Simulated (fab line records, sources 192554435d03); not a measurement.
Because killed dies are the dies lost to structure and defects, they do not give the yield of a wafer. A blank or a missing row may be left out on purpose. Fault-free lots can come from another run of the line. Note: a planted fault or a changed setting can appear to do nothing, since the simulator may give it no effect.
The same fault as seen by 3 desks    flow n5_finfet    each desk has only its own numbers; what lay behind them comes last

## THE DEFECT DESK
Inspection counts along the route, by lot: the mean over sampled wafers that carry a number. A lot is out of limits, marked OUT, if its mean lies more than 4 standard deviations from the usual mean; the brackets give that distance.
Columns: A = raw_defect_count at N5_HKMG_FIN_INSPECT_14, usual 2.3
lot   first seen here  A
L300  day 4 09:19      4.7
L302  day 4 16:35      2.3
L304  day 5 05:33      2.3
L307  day 5 23:58      2.0
L316  day 8 02:38      1.0
L318  day 8 17:15      1.7
This desk found nothing out of limits on any of the 6 lots.

## FOR THE TOOL OWNER'S DESK: litho_track-05
The tool's own readings at N5_HKMG_FIN_COAT_85 (time 60 s, resist thk 300 nm): means of the sampled wafers that have a number, for each lot that ran on this tool. A lot is out of limits, marked OUT, if its mean lies more than 4 standard deviations from the usual mean; the brackets give that distance.
Columns: A = spin_speed_rpm at N5_HKMG_FIN_COAT_85, usual 1500.1 rpm
lot   first seen here  A
L300  day 4 10:50      1499.8
L302  day 4 18:03      1499.9
L304  day 5 06:50      1464.2 (-30) OUT
L307  day 6 01:16      1462.9 (-31) OUT
Finding of this desk: L304, L307 out of limits; the first was L304 at day 5 06:50, on spin_speed_rpm at N5_HKMG_FIN_COAT_85. L300, L302 stayed within limits.

## AT THE METROLOGY DESK
Means of the sampled wafers that have a number, per lot and without regard to the tool the lot ran on: this is what the gauges read. A lot is out of limits, marked OUT, if its mean lies more than 4 standard deviations from the usual mean; the brackets give that distance. Readings shown: 7 of its 11, picked as those furthest out on some lot.
Columns: A = NWFM_OVL at N5_HKMG_FIN_OVL_MEAS_13, usual 0.2 nm; B = DIBL_P at N5_BEOL_M4_RC_MEAS_101, usual 36.3 mV/V; C = IOFF_P at N5_BEOL_M4_RC_MEAS_101, usual 0.22 nA/um; D = ION_N at N5_BEOL_M4_RC_MEAS_101, usual 675 uA/um; E = ION_P at N5_BEOL_M4_RC_MEAS_101, usual 465 uA/um; F = VT_N at N5_BEOL_M4_RC_MEAS_101, usual 249.8 mV; G = VT_P at N5_BEOL_M4_RC_MEAS_101, usual -249 mV
lot   first seen here  A     B     C     D    E    F      G
L300  day 4 09:18      -0.4  37.6  0.21  677  466  248.2  -251
L302  day 4 16:34      0.1   36.5  0.19  678  457  249.3  -251
L304  day 5 05:32      -0.6  36.5  0.24  684  473  248.6  -249
L307  day 5 23:56      -0.4  36.9  0.20  676  458  247.1  -249
L316  day 8 02:36      0.0   35.9  0.20  675  461  249.9  -249
L318  day 8 17:14      0.7   34.6  0.16  660  448  253.1  -257
This desk found nothing out of limits on any of the 6 lots.

## BROUGHT TOGETHER
An alarm could have come from the tool owner's desk at day 5 06:50, on L304, L307.
Nothing out of limits was seen by the defect desk.
Nothing out of limits was seen by the metrology desk.
The defect desk has L304, L307 on record, within its limits.
The metrology desk holds a record of L304, L307, inside its limits.
The lots listed all ran N5_HKMG_FIN_COAT_85 on litho_track-05.

## WHAT WAS PUT IN BY THE SIMULATOR
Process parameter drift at N5_HKMG_FIN_COAT_85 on litho_track-05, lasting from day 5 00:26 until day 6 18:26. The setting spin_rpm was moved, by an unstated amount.
Struck lots among those shown: L304, L307.
Each desk's first reading out of limits, in hours after the fault started: the tool owner's desk, 6.
